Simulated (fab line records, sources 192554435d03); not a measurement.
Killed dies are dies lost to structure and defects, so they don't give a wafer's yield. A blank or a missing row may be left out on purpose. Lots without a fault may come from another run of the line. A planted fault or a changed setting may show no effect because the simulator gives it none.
Chamber matching | flow n5_finfet | N5_MOL_CONTACT_COAG_ETCH_110 on rie_diel-03: 4 sister chambers
The step etches Si in CF4/O2, target depth 2.5 nm, time 8 s. 8 wafers are shown with their chamber, then 6 later ones without.

WAFERS WITH THEIR CHAMBER
wafer  | chamber | showerhead_plenum_p_Torr (Torr) | throttle_valve_pct (%)
L653.2 | 3       | 2.34                            | 10.34
L653.5 | 1       | 2.28                            | 10.89
L655.1 | 2       | 2.20                            | 10.87
L655.3 | 3       | 2.34                            | 10.38
L655.6 | 0       | 2.11                            | 11.13
L656.1 | 2       | 2.20                            | 10.90
L656.2 | 0       | 2.11                            | 11.17
L656.3 | 1       | 2.27                            | 10.92

WAFERS WITHOUT THEIR CHAMBER
wafer  | showerhead_plenum_p_Torr (Torr) | throttle_valve_pct (%)
L658.2 | 2.33                            | 10.39
L658.3 | 2.11                            | 11.17
L658.6 | 2.33                            | 10.40
L660.2 | 2.27                            | 10.95
L660.5 | 2.27                            | 10.96
L660.6 | 2.33                            | 10.40

WHICH CHAMBER EACH WENT THROUGH
wafer  | from the rows above | in truth
L658.2 | 3                   | 3
L658.3 | 0                   | 0
L658.6 | 3                   | 3
L660.2 | 1                   | 1
L660.5 | 1                   | 1
L660.6 | 3                   | 3
Placed correctly: 6 of 6. Can't be placed from these rows: 0. Placed wrongly: 0.
How it was worked out, from the rows above alone: a wafer's distance from a chamber is the root of the sum, over the readings, of the square of ((its reading less the chamber's mean) divided by the reading's scatter). The wafer belongs to the nearest chamber; if the next one is less than 2 further off, it can't be placed. A chamber's mean is the mean of its shown wafers. The scatter: the root of (the sum of the squares of (reading less its chamber's mean) over the shown wafers, divided by (wafers less chambers)).
